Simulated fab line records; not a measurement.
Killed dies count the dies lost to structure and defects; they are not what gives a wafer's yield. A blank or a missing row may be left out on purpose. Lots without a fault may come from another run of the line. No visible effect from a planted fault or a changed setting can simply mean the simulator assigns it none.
A lot that was struck, set against a sound lot / flow n5-finfet / 24 steps out of a route of 1938
Sound: the wafers L992.1, L992.5, L992.6. Struck: wafers L985.1, L985.2, L985.4. At the end, the cause is stated.
Each step with rows lists, per side, the tool, then ch with its chambers, then its first start. Under that, the readings that differ: sound wafers / struck wafers / difference of the means / sigmas: that difference in standard deviations of wafers without a fault.
alike: readings whose means differ by less than 2 such deviations, and words and numbers that are the same on both sides. not compared: withheld readings, readings that some wafer has no value for, bounds like >300 that may hide the same value, and numbers for which the record gives no deviation and whose values overlap.
Wherever a step has rows on one side only, a row that says differs or no value, or a row with sigmas, the two part there. When numbers do not overlap yet have no deviation, they are printed without sigmas and do not part them. A reading missing from all wafers of one side parts the sides only when that side holds two or more wafers.

first, 10 steps without rows for these wafers: N5_BEOL_M5_DESCUM_16 (chemistry O2, time 7 s); N5_BEOL_M5_ETCH_72 (etches underlayer in N2/H2, target depth 6.5 nm, time 5.2 s); N5_BEOL_M5_ETCH_61 (etches SiARC in CF4, target depth 15.6 nm, time 26 s); N5_BEOL_M5_ETCH_62 (etches SOC in N2/H2, target depth 75 nm, overetch 15 nm, time 112.5 s); N5_BEOL_M5_STRIP_63 (strips in N2/H2); N5_BEOL_M5_STRIP_73 (strips in N2/H2); N5_BEOL_M5_STRIP_64 (strips in CF4); N5_BEOL_M5_HM_OPEN_17 (chemistry Cl2/BCl3, target TiN, target depth 20 nm, overetch 6 nm); N5_BEOL_M5_STRIP_19 (strips in O2); N5_BEOL_M5_COAT_65 (time 60 s, resist thk 60 nm).
N5_BEOL_M5_COAT_66: time 60 s, resist thk 12 nm.
  sound on litho-track-01 ch 0, day 13 20:46; struck on litho-track-02 ch 0, day 12 11:22
reading=spin-speed-rpm (rpm); sound=1499.4 1500.4 1499.2; struck=1800.5 1798.7 1800.5; difference=+300.2; sigmas=+99 or more
reading=model.SiARC_of_BEOL_M5_COAT_66.thk-nm (nm); sound=12 12 12; struck=11 11 11; difference=-1; sigmas=
then, 9 steps without rows for these wafers: N5_BEOL_M5_COAT_74 (time 60 s, resist thk 5 nm); N5_BEOL_M5_COAT_22 (resist thk 30 nm); N5_BEOL_M5_EBR_24; N5_BEOL_M5_SOFTBAKE_23 (time 60 s); N5_BEOL_M5_EXPOSE_25 (exposes mask V4, defocus 10 nm); N5_BEOL_M5_PEB_26 (peb time 60 s); N5_BEOL_M5_DEVELOP_27 (develop time 30 s); N5_BEOL_M5_DESCUM_33 (chemistry O2, time 7 s); N5_BEOL_M5_ETCH_75 (etches underlayer in N2/H2, target depth 6.5 nm, time 5.2 s).
N5_BEOL_M5_ETCH_67: etches SiARC in CF4, target depth 15.6 nm, time 26 s.
  sound on rie-diel-01 ch 0,1, day 13 21:26; struck on rie-diel-01 ch 0,2, day 12 12:47
reading=etch-rf-on-time-s (s); sound=26.3 26.1 25.6; struck=24.2 23.8 24.1; difference=-2.0; sigmas=-6
reading=model.etch.depth-nm (nm); sound=12.05 12.01 12.04; struck=10.97 10.98 10.98; difference=-1.06; sigmas=
reading=model.CAR-EUV_of_BEOL_M5_COAT_22.thk-nm (nm); sound=11 11 11.2; struck=11.8 12 11.8; difference=+0.8; sigmas=
  alike: drypump-motor-current-A, oes-product-au, rf-vpp-V, showerhead-plenum-p-Torr, throttle-valve-pct
  not compared: rf-hours-counter-h
N5_BEOL_M5_ETCH_68: etches SOC in N2/H2, target depth 80 nm, overetch 16 nm, time 120 s.
  sound on rie-diel-01 ch 0,1, day 13 21:27; struck on rie-diel-01 ch 0,2, day 12 12:49
reading=model.SiARC_of_BEOL_M5_COAT_66.thk-nm (nm); sound=6.6 6.6 6.4; struck=5.4 5.4 5.4; difference=-1.1; sigmas=
  alike: drypump-motor-current-A, oes-product-au, rf-vpp-V, showerhead-plenum-p-Torr, throttle-valve-pct
  not compared: rf-hours-counter-h
then, 1 step without rows for these wafers: N5_BEOL_M5_STRIP_69 (strips in N2/H2).
-- record jumps: 4 days separate the struck wafers' starts on either side; left off in module BEOL_M5, taken up again in module PASSIVATION, whose first shown step is the route's number 1936 --
N5_PASSIVATION_PROBE_49:
  the record has rows for the struck wafers here (prober-01, day 16 13:19) and none for the sound ones

== WHERE THEY PART ==
Last at N5_PASSIVATION_PROBE_49 as far as this record goes, first at N5_BEOL_M5_COAT_66.

WHY: what had been put in by the simulator
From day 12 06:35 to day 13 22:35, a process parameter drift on litho-track-02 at N5_BEOL_M5_COAT_66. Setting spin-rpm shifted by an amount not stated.
